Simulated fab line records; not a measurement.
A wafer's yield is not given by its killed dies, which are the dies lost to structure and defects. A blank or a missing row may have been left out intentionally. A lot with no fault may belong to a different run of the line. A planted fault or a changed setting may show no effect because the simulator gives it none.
fab line records	flow n5Finfet
record lots=6	wafers=18	lastDay=17
route steps=1938 shown BEOL_M9@1407
lots that met no fault: from a run of the same line without faults
startH: hours from the record's opening day to when the first of the lot's shown wafers began	waitH: time in hours since the lot's previous step	" repeats the value in the row above	L1.1+2: one row covering several wafers at once	- no value, or no start given	* or withheld: withheld	< > ~ a bound
route shown NAME@n: NAME is a module with steps in the file, n the number in the route of the first one	usual: mean/standard deviation taken from wafers without a fault	same: alike in all rows	chamber/n: place in a boat	sites: per-site readings	_std_site: the standard deviation of these	_edge_site: inner sites' mean taken away from outer sites' mean	radiusMm: how far each site lies from the wafer's centre	mask NAME#n: copy n	behind: the tool/chamber that last shaped the wafer	hold: reason for holding the lot/hours on hold/outcome of the hold	device: whichever transistor did not switch (one of n, p or np)	end of line: the route-end tests of the same wafers	for a step that has no rows: nothing shown but its recipe	killed: dies lost to structure and defects at the first sort, not the wafer's yield	map: a wafer's dies, x killed, . not, _ none there
set.NAME: setting as actually run; set.NAME@STEP: the setting as run at that earlier step	model.NAME: the simulator's own value behind a step, which no gauge read
lots seen at some steps along the route; tables by step, rows by wafer
services: a tool's chamber out of use, with start hour (startH, from the record's first day; less than 0 if before it), hours out, and reason
## steps
# step N5_BEOL_M9_COAT_60
# recipe resist=SiARC	tempC=220	timeS=60	spinRpm=1500	resistThkNm=30
# step N5_BEOL_M9_COAT_05
# recipe resist=CAR-ArF	spinRpm=1500	resistThkNm=90
# step N5_BEOL_M9_EBR_07
# recipe solvent=PGMEA	ebrWidthMm=1.5
# step N5_BEOL_M9_SOFTBAKE_06
# recipe tempC=110	timeS=60	resist=CAR-ArF
# step N5_BEOL_M9_EXPOSE_08
# recipe maskId=M9	na=1.35	sourceShape=dipole	sigmaInner=0.411	sigmaOuter=0.611	polarization=te	doseMj=53.75
# step N5_BEOL_M9_PEB_09
# recipe pebTempC=withheld	pebTimeS=60	resist=CAR-ArF
# step N5_BEOL_M9_DEVELOP_10
# recipe developTimeS=30	developer=TMAH	resist=CAR-ArF	rinseLiquid=diw	dry=airSpin	devTempC=23
# step N5_BEOL_M9_CD_MEAS_11
# recipe targetCdNm=64.1	landingEnergyEv=500	detector=seInlens	polarity=opening
# usual cdNm=63.9/0.48
lot.wafer	tool	chamber	startH	waitH	cdNm
L257.2	cdSem-03	0	222.83	-	64.1
L257.3	"	0	"	"	64.3
L257.5	"	0	"	"	64.3
L258.2	cdSem-03	0	246.36	-	63.5
L258.3	"	0	"	"	63.6
L258.4	"	0	"	"	63.7
L259.2	cdSem-01	0	256.41	-	63.9
L259.5	"	0	"	"	63.8
L259.6	"	0	"	"	63.8
L267.3	cdSem-03	0	311.51	-	63.8
L267.5	"	0	"	"	63.1
L267.6	"	0	"	"	63.4
L269.2	cdSem-02	0	329.43	-	64.7
L269.4	"	0	"	"	64.8
L269.5	"	0	"	"	64.4
L272.3	cdSem-02	0	334.12	-	64.7
L272.5	"	0	"	"	63.8
L272.6	"	0	"	"	65.0
# step N5_BEOL_M9_OVL_MEAS_12
# recipe pointsPerWafer=44
# usual M9_OVL=0.1/0.68
lot.wafer	tool	chamber	startH	waitH	M9_OVL[nm]
L257.2	overlay-02	0	222.86	0.0	0.5
L257.3	"	0	"	"	-0.9
L257.5	"	0	"	"	-1.4
L258.2	overlay-01	0	246.39	0.0	0.5
L258.3	"	0	"	"	-0.4
L258.4	"	0	"	"	0.6
L259.2	overlay-01	0	256.44	0.0	0.0
L259.5	"	0	"	"	-0.5
L259.6	"	0	"	"	-0.9
L267.3	overlay-02	0	311.54	0.0	0.2
L267.5	"	0	"	"	0.5
L267.6	"	0	"	"	0.3
L269.2	overlay-01	0	329.46	0.0	0.4
L269.4	"	0	"	"	0.9
L269.5	"	0	"	"	-0.2
L272.3	overlay-02	0	334.15	0.0	-0.9
L272.5	"	0	"	"	-0.3
L272.6	"	0	"	"	0.7
# step N5_BEOL_M9_INSPECT_13
# recipe mode=adi	inspectInstrument=brightfield
# usual rawDefectCount=404/90
lot.wafer	tool	chamber	startH	waitH	rawDefectCount
L257.2	defectInspect-02	-	222.89	0.0	477
L257.3	"	-	"	"	444
L257.5	"	-	"	"	580
L258.2	defectInspect-02	-	246.41	0.0	523
L258.3	"	-	"	"	464
L258.4	"	-	"	"	426
L259.2	defectInspect-02	-	256.47	0.0	375
L259.5	"	-	"	"	340
L259.6	"	-	"	"	411
L267.3	defectInspect-02	-	311.56	0.0	406
L267.5	"	-	"	"	431
L267.6	"	-	"	"	388
L269.2	defectInspect-02	-	329.49	0.0	463
L269.4	"	-	"	"	397
L269.5	"	-	"	"	324
L272.3	defectInspect-02	-	334.17	0.0	388
L272.5	"	-	"	"	465
L272.6	"	-	"	"	354
# step N5_BEOL_M9_DESCUM_16
# recipe chemistry=O2	timeS=7.9	sourcePowerW=50	biasPowerW=20	pressureMtorr=20	rfFrequencyHz=2.712e+07	tempC=40	resist=CAR-ArF	o2FlowSccm=225
# usual chamberPressureMTorr=20.001/0.017	drypumpMotorCurrentA=5.5/0.4	oesProductAu=0.77/0.077	rfVppV=243.1/1.4	showerheadPlenumPTorr=2.09/0.064	throttleValvePct=20.42/0.16
lot.wafer	tool	chamber	startH	waitH	chamberPressureMTorr	drypumpMotorCurrentA	oesProductAu	rfHoursCounterH	rfVppV	showerheadPlenumPTorr	throttleValvePct
L257.2	rieDiel-04	1	222.92	0.0	19.997	4.9	0.85	68	244.8	2.21	20.47
L257.3	"	3	"	"	19.997	5.2	0.71	179	245.5	2.17	20.66
L257.5	"	0	"	"	20.011	5.6	0.74	-	243.5	2.08	20.48
L258.2	rieDiel-03	1	246.61	0.2	20.000	5.3	0.71	226	244.4	2.15	20.55
L258.3	"	0	"	"	19.996	5.6	0.73	198	241.7	2.08	20.30
L258.4	"	2	"	"	19.996	5.4	0.90	34	242.8	2.05	20.38
L259.2	rieDiel-03	0	256.66	0.2	19.976	5.6	0.73	201	242.2	2.07	20.32
L259.5	"	2	"	"	19.967	5.4	0.89	-	241.5	2.05	20.40
L259.6	"	1	"	"	20.024	5.2	0.70	-	243.2	2.15	20.56
L267.3	rieDiel-04	1	311.72	0.2	19.952	4.9	0.83	93	244.6	2.20	20.49
L267.5	"	1	"	"	20.010	4.9	0.81	-	244.1	2.20	20.49
L267.6	"	0	"	"	20.028	5.7	0.72	-	243.2	2.07	20.51
L269.2	rieDiel-04	1	329.81	0.3	19.976	4.8	0.81	99	245.6	2.20	20.51
L269.4	"	0	"	"	19.999	5.6	0.72	209	242.3	2.07	20.52
L269.5	"	2	"	"	19.990	5.3	0.86	-	241.6	2.03	20.11
L272.3	rieDiel-03	0	334.20	0.0	20.017	5.6	0.71	224	241.1	2.07	20.32
L272.5	"	0	"	"	20.015	5.5	0.72	-	242.2	2.07	20.34
L272.6	"	2	"	"	19.997	5.4	0.86	-	241.3	2.04	20.41
# step N5_BEOL_M9_ETCH_61
# recipe chemistry=CF4	target=SiARC	targetDepthA=390	maskMaterial=CAR-ArF	timeS=65	ionEnergyEv=80	pressureMtorr=40	sourceW=545	biasW=36	Ar_flow_sccm=100	cf4FlowSccm=100	ends=cleared
# usual chamberPressureMTorr=40.00/0.033	drypumpMotorCurrentA=5.5/0.4	etchRfOnTimeS=65.3/1.1	oesProductAu=0.66/0.066	rfFwdPowerW=538.6/2.7	rfVppV=184.1/1.2	showerheadPlenumPTorr=2.15/0.062	throttleValvePct=15.62/0.16
lot.wafer	tool	chamber	startH	waitH	chamberPressureMTorr	drypumpMotorCurrentA	etchRfOnTimeS	oesProductAu	rfFwdPowerW	rfHoursCounterH	rfVppV	showerheadPlenumPTorr	throttleValvePct
L257.2	rieDiel-04	1	222.96	0.0	40.02	4.9	63.8	0.73	536.8	68	186.7	2.26	15.63
L257.3	"	3	"	"	39.95	5.3	67.7	0.60	535.0	179	184.7	2.22	15.85
L257.5	"	0	"	"	39.98	5.7	65.5	0.63	533.9	-	183.5	2.13	15.66
L258.2	rieDiel-03	1	246.65	0.0	40.00	5.3	64.7	0.60	541.5	226	186.8	2.20	15.78
L258.3	"	0	"	"	40.01	5.6	63.7	0.63	536.1	198	184.2	2.13	15.56
L258.4	"	2	"	"	40.04	5.4	64.1	0.76	537.9	34	185.7	2.10	15.50
L259.2	rieDiel-03	0	256.70	0.0	40.01	5.6	65.0	0.63	539.2	201	183.4	2.13	15.57
L259.5	"	2	"	"	40.01	5.4	65.0	0.76	538.0	-	184.2	2.10	15.53
L259.6	"	1	"	"	39.96	5.3	65.4	0.59	538.6	-	184.5	2.20	15.82
L267.3	rieDiel-04	1	311.75	0.0	40.00	4.9	64.6	0.70	539.4	93	186.0	2.25	15.68
L267.5	"	1	"	"	40.04	4.9	64.3	0.71	538.2	-	185.1	2.25	15.67
L267.6	"	0	"	"	39.99	5.6	66.3	0.62	535.4	-	183.4	2.12	15.69
L269.2	rieDiel-04	1	329.85	0.0	40.03	4.9	64.4	0.70	540.4	99	185.9	2.25	15.67
L269.4	"	0	"	"	39.98	5.7	65.5	0.62	535.1	209	183.9	2.12	15.71
L269.5	"	2	"	"	40.00	5.3	64.6	0.74	545.0	-	183.0	2.10	15.36
L272.3	rieDiel-03	0	334.24	0.0	39.98	5.6	65.0	0.61	537.9	224	184.8	2.12	15.61
L272.5	"	0	"	"	40.01	5.6	65.1	0.61	535.8	-	183.9	2.12	15.61
L272.6	"	2	"	"	40.04	5.4	64.6	0.73	535.8	-	182.8	2.09	15.57
# step N5_BEOL_M9_ETCH_62
# recipe chemistry=N2/H2	target=SOC	targetDepthA=1100	overetchA=220	maskMaterial=SiARC	tempC=40	timeS=165	ionEnergyEv=200	pressureMtorr=30	sourceW=840	biasW=150	n2FlowSccm=200	h2FlowSccm=200
# usual chamberPressureMTorr=30.000/0.025	drypumpMotorCurrentA=5.5/0.4	oesProductAu=0.66/0.062	rfFwdPowerW=836.8/2.6	rfVppV=523.9/2.4	showerheadPlenumPTorr=2.54/0.076	throttleValvePct=17.85/0.2
lot.wafer	tool	chamber	startH	waitH	chamberPressureMTorr	drypumpMotorCurrentA	oesProductAu	rfFwdPowerW	rfHoursCounterH	rfVppV	showerheadPlenumPTorr	throttleValvePct	model.SiARC_of_BEOL_M9_COAT_60.thkNm
L257.2	rieDiel-04	1	223.01	0.0	29.979	4.9	0.72	835.4	68	528.4	2.68	17.94	23.4
L257.3	"	3	"	"	30.011	5.3	0.62	838.5	179	526.5	2.64	18.11	23.6
L257.5	"	0	"	"	30.006	5.6	0.64	833.7	-	522.4	2.54	18.01	23.6
L258.2	rieDiel-03	1	246.70	0.0	29.975	5.3	0.59	1039.5	226	488.9	2.61	17.95	22.8
L258.3	"	0	"	"	30.019	5.6	0.62	836.5	198	523.1	2.52	17.61	23.4
L258.4	"	2	"	"	30.022	5.4	0.75	841.7	34	521.2	2.48	17.78	23.4
L259.2	rieDiel-03	0	256.75	0.0	29.998	5.6	0.62	832.0	201	523.5	2.52	17.63	23.6
L259.5	"	2	"	"	29.963	5.4	0.74	835.6	-	521.6	2.48	17.77	23.4
L259.6	"	1	"	"	29.969	5.2	0.59	1037.4	-	489.9	2.61	17.94	22.8
L267.3	rieDiel-04	1	311.80	0.0	30.015	4.9	0.70	838.7	93	528.6	2.67	17.98	23.6
L267.5	"	1	"	"	30.004	4.9	0.69	837.6	-	528.0	2.67	17.98	23.6
L267.6	"	0	"	"	29.998	5.6	0.63	832.2	-	523.5	2.53	18.06	23.6
L269.2	rieDiel-04	1	329.90	0.0	30.012	4.9	0.69	840.4	99	528.4	2.67	18.00	23.6
L269.4	"	0	"	"	30.038	5.6	0.62	834.8	209	523.4	2.52	18.09	23.8
L269.5	"	2	"	"	29.964	5.3	0.72	843.1	-	522.7	2.47	17.54	23.6
L272.3	rieDiel-03	0	334.29	0.0	30.010	5.6	0.61	839.3	224	523.3	2.51	17.68	23.4
L272.5	"	0	"	"	29.998	5.6	0.61	837.7	-	524.0	2.51	17.67	23.6
L272.6	"	2	"	"	29.981	5.4	0.72	832.9	-	523.0	2.47	17.81	23.2
# step N5_BEOL_M9_STRIP_68
# recipe chemistry=N2/H2	tempC=40	n2FlowSccm=200	h2FlowSccm=200	rfFrequencyHz=6e+07
# step N5_BEOL_M9_STRIP_67
# recipe chemistry=CF4	resist=SiARC	powerW=300	biasPowerW=75	pressureMtorr=50	cf4FlowSccm=150	rfFrequencyHz=6e+07
# usual chamberPressureMTorr=50.00/0.048	drypumpMotorCurrentA=5.5/0.4	oesProductAu=0.77/0.073	rfVppV=271.3/1.5	showerheadPlenumPTorr=1.80/0.051	throttleValvePct=13.60/0.18
lot.wafer	tool	chamber	startH	waitH	chamberPressureMTorr	drypumpMotorCurrentA	oesProductAu	rfHoursCounterH	rfVppV	showerheadPlenumPTorr	throttleValvePct
L257.2	rieDiel-04	1	223.15	0.0	50.02	4.9	0.85	68	274.1	1.89	13.58
L257.3	"	3	"	"	49.97	5.2	0.73	179	272.6	1.86	13.84
L257.5	"	0	"	"	50.03	5.6	0.75	-	271.1	1.79	13.65
L258.2	rieDiel-03	1	246.85	0.0	49.98	5.2	0.70	226	272.2	1.84	13.78
L258.3	"	0	"	"	50.04	5.6	0.73	198	270.1	1.78	13.56
L258.4	"	2	"	"	50.03	5.4	0.89	34	269.5	1.76	13.47
L259.2	rieDiel-03	0	256.90	0.0	49.98	5.6	0.73	201	269.9	1.78	13.58
L259.5	"	2	"	"	50.03	5.4	0.88	-	271.8	1.76	13.46
L259.6	"	1	"	"	50.06	5.3	0.70	-	273.2	1.84	13.79
L267.3	rieDiel-04	1	311.95	0.0	49.94	4.9	0.82	93	273.7	1.89	13.60
L267.5	"	1	"	"	49.94	4.9	0.82	-	273.7	1.89	13.63
L267.6	"	0	"	"	49.98	5.6	0.73	-	270.7	1.78	13.70
L269.2	rieDiel-04	1	330.04	0.0	50.03	4.9	0.81	99	274.1	1.89	13.64
L269.4	"	0	"	"	49.98	5.6	0.73	209	271.4	1.78	13.70
L269.5	"	2	"	"	49.98	5.3	0.86	-	270.6	1.76	13.31
L272.3	rieDiel-03	0	334.43	0.0	49.90	5.6	0.71	225	270.0	1.78	13.62
L272.5	"	0	"	"	50.01	5.6	0.72	-	271.7	1.78	13.62
L272.6	"	2	"	"	50.07	5.4	0.84	-	269.5	1.76	13.50
# step N5_BEOL_M9_HM_OPEN_17
# recipe chemistry=Cl2/BCl3	targetDepthA=200	overetchA=60	target=TiN	maskMaterial=SOC	ionEnergyEv=150	pressureMtorr=10	icpW=1000	biasW=126	Cl2_flow_sccm=53.25	bcl3FlowSccm=21.75	Ar_flow_sccm=25
# usual chamberPressureMTorr=10.000/0.0082	drypumpMotorCurrentA=5.83/0.17	oesProductAu=0.70/0.069	throttleValvePct=22.1/0.31
lot.wafer	tool	chamber	startH	waitH	chamberPressureMTorr	drypumpMotorCurrentA	oesProductAu	rfHoursCounterH	throttleValvePct	model.BEOL_M9.cdOffsetNm
L257.2	rieMetal-02	1	223.19	0.0	9.998	5.83	0.85	1	21.9	-0.2
L257.3	"	1	"	"	9.999	5.83	0.84	-	21.9	0
L257.5	"	0	"	"	9.992	6.04	0.75	-	21.9	0.2
L258.2	rieMetal-03	0	246.89	0.0	10.004	5.81	0.72	16	21.7	0.4
L258.3	"	1	"	"	10.002	5.57	0.68	-	22.5	-0.4
L258.4	"	0	"	"	10.008	5.84	0.71	-	21.7	-0.8
L259.2	rieMetal-03	1	256.94	0.0	9.984	5.58	0.68	34	22.5	-0.4
L259.5	"	1	"	"	9.994	5.58	0.68	-	22.5	-0.6
L259.6	"	0	"	"	9.998	5.89	0.71	-	21.6	0.6
L267.3	rieMetal-01	1	312.02	0.1	9.994	5.66	0.55	-	22.5	-0.6
L267.5	"	0	"	"	10.011	6.01	0.68	-	22.0	-1
L267.6	"	1	"	"	10.002	5.62	0.55	-	22.5	-0.4
L269.2	rieMetal-02	0	330.08	0.0	10.002	6.04	0.72	20	22.0	0.8
L269.4	"	1	"	"	10.014	5.84	0.78	-	21.9	0.6
L269.5	"	0	"	"	9.983	6.03	0.71	-	22.0	0.6
L272.3	rieMetal-02	1	334.50	0.1	10.019	5.83	0.78	-	21.9	0
L272.5	"	0	"	"	10.004	6.05	0.72	-	22.0	-0.6
L272.6	"	1	"	"	10.012	5.83	0.77	-	21.9	0.4
# step N5_BEOL_M9_STRIP_19
# recipe chemistry=O2	powerW=400	tempC=40	pressureMtorr=30	rfFrequencyHz=6e+07	biasPowerW=0	overashFraction=0.2	o2FlowSccm=225
# usual chamberPressureMTorr=30.00/0.034	drypumpMotorCurrentA=5.6/0.45	oesProductAu=0.76/0.073	rfVppV=3.7/0.68	showerheadPlenumPTorr=2.09/0.065	throttleValvePct=16.66/0.16
# same overashFraction=0.2
lot.wafer	tool	chamber	startH	waitH	chamberPressureMTorr	drypumpMotorCurrentA	oesProductAu	rfHoursCounterH	rfVppV	showerheadPlenumPTorr	throttleValvePct
L257.2	rieDiel-05	2	223.49	0.3	30.05	6.1	0.77	153	3.9	2.10	16.62
L257.3	"	0	"	"	29.96	4.7	0.69	233	3.1	2.16	16.86
L257.5	"	1	"	"	30.06	5.8	0.73	-	3.1	2.00	16.58
L258.2	rieDiel-05	3	247.09	0.2	29.94	5.8	0.73	165	3.2	2.10	16.76
L258.3	"	0	"	"	29.97	4.8	0.69	242	4.4	2.16	16.89
L258.4	"	1	"	"	30.01	5.8	0.72	186	4.5	2.00	16.59
L259.2	rieDiel-05	1	257.09	0.1	30.03	5.8	0.72	190	3.3	2.00	16.60
L259.5	"	1	"	"	30.01	5.8	0.72	-	3.8	2.00	16.58
L259.6	"	0	"	"	30.02	4.8	0.68	-	3.8	2.16	16.88
L267.3	rieDiel-04	1	312.10	0.1	29.98	4.9	0.82	93	4.9	2.20	16.69
L267.5	"	1	"	"	30.04	4.9	0.82	-	3.5	2.20	16.70
L267.6	"	2	"	"	30.07	5.3	0.87	-	3.2	2.04	16.34
L269.2	rieDiel-04	3	330.20	0.1	29.99	5.2	0.69	209	4.1	2.17	16.93
L269.4	"	1	"	"	30.04	4.9	0.81	99	3.5	2.20	16.72
L269.5	"	3	"	"	30.01	5.2	0.70	-	3.6	2.17	16.94
L272.3	rieDiel-03	3	334.64	0.1	30.03	6.2	0.77	115	5.1	2.02	16.66
L272.5	"	0	"	"	30.03	5.6	0.72	-	3.4	2.07	16.64
L272.6	"	2	"	"	30.05	5.4	0.85	-	3.4	2.04	16.62
## services
tool	chamber	startH	hours	kind
rieDiel-05	-	203.16	0.3	repair
rieDiel-04	0	208.33	7.4	repair
rieMetal-03	-	239.27	2.4	repair
rieDiel-03	3	260.74	9.0	repair
rieDiel-05	-	265.48	2.8	pm
rieDiel-05	0	278.99	-	clean
rieDiel-05	0	278.99	-	consumableReplace:focusRing
rieDiel-05	0	278.99	22.2	scheduledDown
rieDiel-05	0	278.99	22.2	ventCycle
rieMetal-03	-	295.10	2.8	pm
rieDiel-04	0	312.76	5.1	repair
rieMetal-03	-	316.92	0.3	repair
rieDiel-03	1	323.78	-	clean
rieDiel-03	1	323.78	-	consumableReplace:focusRing
rieDiel-03	1	323.78	14.6	scheduledDown
rieDiel-03	1	323.78	14.6	ventCycle
## key
firstSign step=N5_BEOL_M9_ETCH_62	reading=rfFwdPowerW	direction=up	sigmas=78	usual=*	struck=*
effect step=N5_BEOL_M9_ETCH_62	reading=rfVppV	direction=down	sigmas=15	usual=523.9	struck=489.4
modelEffect step=N5_BEOL_M9_ETCH_62	value=SiARC_of_BEOL_M9_COAT_60.thkNm	without=23.6	struck=22.8
modelEffect step=N5_BEOL_M9_HM_OPEN_17	value=BEOL_M9.cdOffsetNm	without=-0.3	struck=0.5
metAt N5_BEOL_M9_ETCH_62
struckWafers L258.2,L259.6
fault kind=processParameterDrift	tool=rieDiel-03	chamber=1	onsetH=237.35	steps=N5_BEOL_M9_ETCH_62	channel=sourceW	offset=201.6	shape=step	endH=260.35	actsIn=theseRecipesOnly	stated=840
